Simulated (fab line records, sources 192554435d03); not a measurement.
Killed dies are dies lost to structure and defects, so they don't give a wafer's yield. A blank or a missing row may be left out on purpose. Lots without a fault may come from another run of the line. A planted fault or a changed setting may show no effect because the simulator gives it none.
Chamber matching | flow n5_finfet | N5_BEOL_M1_PRE_CLEAN_60 on cvd_co-01: 3 sister chambers
The step time 15 s. 3 wafers are shown with their chamber, then 6 later ones without.

WAFERS WITH THEIR CHAMBER
wafer  | chamber | heater_power_w (W)
L450.4 | 0       | 76
L458.5 | 2       | 70
L461.4 | 1       | 117

WAFERS WITHOUT THEIR CHAMBER
wafer  | heater_power_w (W)
L461.5 | 75
L463.3 | 75
L463.6 | 70
L470.1 | 76
L470.2 | 65
L470.3 | 121

WHICH CHAMBER EACH WENT THROUGH
wafer  | from the rows above     | in truth
L461.5 | can't be placed: 0 or 2 | 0
L463.3 | can't be placed: 0 or 2 | 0
L463.6 | 2                       | 2
L470.1 | 0                       | 0
L470.2 | 2                       | 2
L470.3 | 1                       | 1
Placed correctly: 4 of 6. Can't be placed from these rows: 2 (the true chamber is among the candidates in 2). Placed wrongly: 0.
How it was worked out, from the rows above alone: a wafer's distance from a chamber is the root of the sum, over the readings, of the square of ((its reading less the chamber's mean) divided by the reading's scatter). The wafer belongs to the nearest chamber; if the next one is less than 2 further off, it can't be placed. A chamber's mean is the mean of its shown wafers. The scatter: with one shown wafer a chamber, the root of the mean of the squares of how far each hidden wafer lies from its nearest shown one.
